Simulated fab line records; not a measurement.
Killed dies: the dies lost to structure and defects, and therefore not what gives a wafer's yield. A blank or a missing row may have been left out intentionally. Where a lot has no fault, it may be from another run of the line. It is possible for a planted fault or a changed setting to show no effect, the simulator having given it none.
Matching of chambers / flow n5-finfet / 3 sister chambers for N5_BEOL_M4_PECVD_72 on pecvd-01
The step deposits SiO2 from TEOS/O2, target thk 16 nm, time 18 s. 14 wafers are shown with their chamber, then 7 later ones without.

== WAFERS PAIRED WITH THEIR CHAMBERS ==
wafer=L076.3; chamber=2; showerhead-plenum-p-Torr (Torr)=8.76; throttle-valve-pct (%)=21.9; heater-power-w (W)=589
wafer=L076.5; chamber=0; showerhead-plenum-p-Torr (Torr)=8.83; throttle-valve-pct (%)=21.2; heater-power-w (W)=631
wafer=L076.6; chamber=2; showerhead-plenum-p-Torr (Torr)=8.75; throttle-valve-pct (%)=21.8; heater-power-w (W)=591
wafer=L078.2; chamber=1; showerhead-plenum-p-Torr (Torr)=8.82; throttle-valve-pct (%)=22.2; heater-power-w (W)=684
wafer=L078.3; chamber=2; showerhead-plenum-p-Torr (Torr)=8.73; throttle-valve-pct (%)=21.6; heater-power-w (W)=618
wafer=L078.4; chamber=0; showerhead-plenum-p-Torr (Torr)=8.82; throttle-valve-pct (%)=21.2; heater-power-w (W)=693
wafer=L080.3; chamber=1; showerhead-plenum-p-Torr (Torr)=8.84; throttle-valve-pct (%)=22.2; heater-power-w (W)=675
wafer=L080.4; chamber=1; showerhead-plenum-p-Torr (Torr)=8.85; throttle-valve-pct (%)=22.6; heater-power-w (W)=676
wafer=L080.6; chamber=2; showerhead-plenum-p-Torr (Torr)=8.76; throttle-valve-pct (%)=22.0; heater-power-w (W)=584
wafer=L084.2; chamber=1; showerhead-plenum-p-Torr (Torr)=8.84; throttle-valve-pct (%)=22.1; heater-power-w (W)=633
wafer=L084.3; chamber=2; showerhead-plenum-p-Torr (Torr)=8.74; throttle-valve-pct (%)=21.8; heater-power-w (W)=639
wafer=L084.4; chamber=0; showerhead-plenum-p-Torr (Torr)=8.80; throttle-valve-pct (%)=21.3; heater-power-w (W)=624
wafer=L087.1; chamber=2; showerhead-plenum-p-Torr (Torr)=8.75; throttle-valve-pct (%)=21.9; heater-power-w (W)=593
wafer=L087.2; chamber=0; showerhead-plenum-p-Torr (Torr)=8.81; throttle-valve-pct (%)=21.5; heater-power-w (W)=596

SIGNATURES, as means of the wafers listed above
reading=showerhead-plenum-p-Torr; chamber 0=8.8150; chamber 1=8.8375; chamber 2=8.7483; scatter within a chamber=0.0123
reading=throttle-valve-pct; chamber 0=21.300; chamber 1=22.275; chamber 2=21.833; scatter within a chamber=0.165
reading=heater-power-w; chamber 0=636.00; chamber 1=667.00; chamber 2=602.33; scatter within a chamber=28.5
Rule: a wafer lies at a distance from a chamber equal to the root of the sum of squares, over the readings, of (its reading less the chamber's mean, divided by the reading's scatter). The wafer belongs to the nearest chamber; if the next one is less than 2 further off, it can't be placed. How the scatter is found: for the shown wafers, subtract from each reading the mean of its chamber, square and add these, divide the total by (wafers less chambers), then take the root.

== WAFERS WITH NO CHAMBER GIVEN ==
wafer=L087.4; showerhead-plenum-p-Torr (Torr)=8.84; throttle-valve-pct (%)=21.9; heater-power-w (W)=612
wafer=L091.2; showerhead-plenum-p-Torr (Torr)=8.81; throttle-valve-pct (%)=21.2; heater-power-w (W)=731
wafer=L091.4; showerhead-plenum-p-Torr (Torr)=8.85; throttle-valve-pct (%)=22.1; heater-power-w (W)=689
wafer=L091.6; showerhead-plenum-p-Torr (Torr)=8.75; throttle-valve-pct (%)=21.8; heater-power-w (W)=588
wafer=L093.2; showerhead-plenum-p-Torr (Torr)=8.84; throttle-valve-pct (%)=22.4; heater-power-w (W)=683
wafer=L093.3; showerhead-plenum-p-Torr (Torr)=8.78; throttle-valve-pct (%)=21.8; heater-power-w (W)=594
wafer=L093.5; showerhead-plenum-p-Torr (Torr)=8.82; throttle-valve-pct (%)=22.6; heater-power-w (W)=684

== WHICH CHAMBER EACH ONE RAN IN ==
wafer=L087.4; from the rows above=can't be placed: 1 or 0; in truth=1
wafer=L091.2; from the rows above=0; in truth=0
wafer=L091.4; from the rows above=1; in truth=1
wafer=L091.6; from the rows above=2; in truth=2
wafer=L093.2; from the rows above=1; in truth=1
wafer=L093.3; from the rows above=can't be placed: 2 or 0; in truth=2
wafer=L093.5; from the rows above=1; in truth=1
Correctly placed: 5 of 7. Can't be placed from these rows: 2 (the true chamber is among the candidates in 2). Number placed wrongly: 0.
